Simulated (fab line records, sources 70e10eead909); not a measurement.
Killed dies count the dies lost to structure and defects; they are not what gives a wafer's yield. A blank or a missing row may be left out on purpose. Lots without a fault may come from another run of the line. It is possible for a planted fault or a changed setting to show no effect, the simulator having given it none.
Which of the tools did it?	flow nand-harc	7 lots with 21 wafers sampled at 3 steps, on a route of 1302 steps

## WHAT THE GAUGES SHOWED, per wafer
NHARC_A_ONON_D1_THK_MEAS_14: measures by ellipsometry.
lot	measured	on	thk-nm (nm)
L440	day 8 14:04	film-metro-02	991 990 991
L442	day 9 11:55	film-metro-02	987 988 989
L444	day 9 19:54	film-metro-01	982 980 981
L446	day 10 22:19	film-metro-01	994 994 994
L449	day 11 22:21	film-metro-01	991 994 993
L452	day 13 18:50	film-metro-02	1002 1002 1004
L457	day 15 13:25	film-metro-02	1000 1579 1580

## TOOL THAT RAN EACH LOT (tool first, then ch and the chambers of the sampled wafers, then the start)
lot	NHARC_P_BONDPAD_ANNEAL_28	NHARC_A_ONON_D1_DEP_12
L440	rtp-anneal-01 ch 0, day 7 08:07	pecvd-onon-03 ch 0, day 8 13:37
L442	rtp-anneal-01 ch 0, day 8 04:50	pecvd-onon-02 ch 0, day 9 11:28
L444	rtp-anneal-02 ch 0, day 8 17:14	pecvd-onon-01 ch 0, day 9 19:23
L446	rtp-anneal-01 ch 0, day 9 19:52	pecvd-onon-01 ch 0, day 10 21:52
L449	rtp-anneal-01 ch 0, day 10 22:17	pecvd-onon-01 ch 0, day 11 21:50
L452	rtp-anneal-01 ch 0, day 12 12:27	pecvd-onon-03 ch 0, day 13 18:20
L457	rtp-anneal-01 ch 0, day 14 10:43	pecvd-onon-03 ch 0, day 15 13:05
- NHARC_P_BONDPAD_ANNEAL_28: time 90 s.
- NHARC_A_ONON_D1_DEP_12: target thk 1000 nm.

## THE ANSWER, worked out from the rows above alone
Rule: the lots themselves supply what counts as usual. Put in order of their means at a reading, lots are off if they are a third of the lots or fewer, leave a main group of 4 or more, and stand apart from it by a gap of 3 or more times the standard deviation of the main group's means; of several such gaps the widest counts. The tables above print the reading to a certain number of digits; a main group whose means all agree to those digits is not used. A lot without any number at a reading at which 4 lots or more have one is off too. Where the step has rows for the other lots, those lots are counted as sound.
Off, at NHARC_A_ONON_D1_THK_MEAS_14 on thk-nm: L457. For the main group the mean is 992 nm and the standard deviation 6.5.
A tool fits if, at a process step before that reading, it ran every lot that is off, and no sound lot after the first of them. Gauges at NHARC_A_ONON_D1_THK_MEAS_14: tried the same way as those tools. Can't be told from this: 3 tools fit, rtp-anneal-01 at NHARC_P_BONDPAD_ANNEAL_28, pecvd-onon-03 at NHARC_A_ONON_D1_DEP_12, film-metro-02 at NHARC_A_ONON_D1_THK_MEAS_14.

## WHAT THE SIMULATOR PUT IN
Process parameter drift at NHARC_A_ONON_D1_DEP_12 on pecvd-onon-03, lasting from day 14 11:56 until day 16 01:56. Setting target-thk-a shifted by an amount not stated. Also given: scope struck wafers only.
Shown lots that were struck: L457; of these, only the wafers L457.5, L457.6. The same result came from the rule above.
